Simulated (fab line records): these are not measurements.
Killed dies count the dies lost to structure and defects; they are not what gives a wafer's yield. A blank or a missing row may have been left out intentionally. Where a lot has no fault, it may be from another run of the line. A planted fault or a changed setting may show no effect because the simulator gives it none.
Chamber matching ; flow n5_finfet ; N5_FIN_SAQP_PECVD_47 on pecvd-01 has 3 sister chambers
The step deposits a-Si from SiH4/He, target thk 45 nm, time 36.3 s. 6 wafers are shown with their chamber, then 9 later ones without.

## WAFERS PAIRED WITH THEIR CHAMBERS
wafer;chamber;showerhead_plenum_p_Torr (Torr);heater_power_w (W)
L085.1;2;5.69;914
L088.2;1;5.76;947
L088.3;0;5.76;752
L091.1;0;5.74;801
L091.2;2;5.67;876
L091.4;1;5.76;984

## WAFERS WITHOUT THEIR CHAMBER
wafer;showerhead_plenum_p_Torr (Torr);heater_power_w (W)
L093.1;5.73;1003
L093.5;5.74;1013
L093.6;5.74;895
L095.1;5.74;1011
L095.2;5.76;917
L095.4;5.69;911
L097.2;5.68;802
L097.4;5.76;1021
L097.5;5.67;824

## WHICH CHAMBER EACH WENT THROUGH
wafer;from the rows above;in truth
L093.1;1;1
L093.5;1;1
L093.6;can't be placed: 1 or 0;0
L095.1;1;1
L095.2;1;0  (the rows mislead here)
L095.4;2;2
L097.2;2;2
L097.4;1;1
L097.5;2;2
Correct placement for 7 of the 9. These rows do not allow placing 1 (true chamber among the candidates in 1). Wrongly placed: 1.
How it was worked out, from the rows above alone: a wafer's distance from a chamber is the root of the sum, over the readings, of the square of ((its reading less the chamber's mean) divided by the reading's scatter). The wafer belongs to the nearest chamber; if the next one is less than 2 further off, it can't be placed. Each chamber's mean is taken over the wafers shown for it. The scatter is the square root of a quotient: the sum, over the shown wafers, of each reading's squared deviation from its chamber's mean, divided by wafers minus chambers.
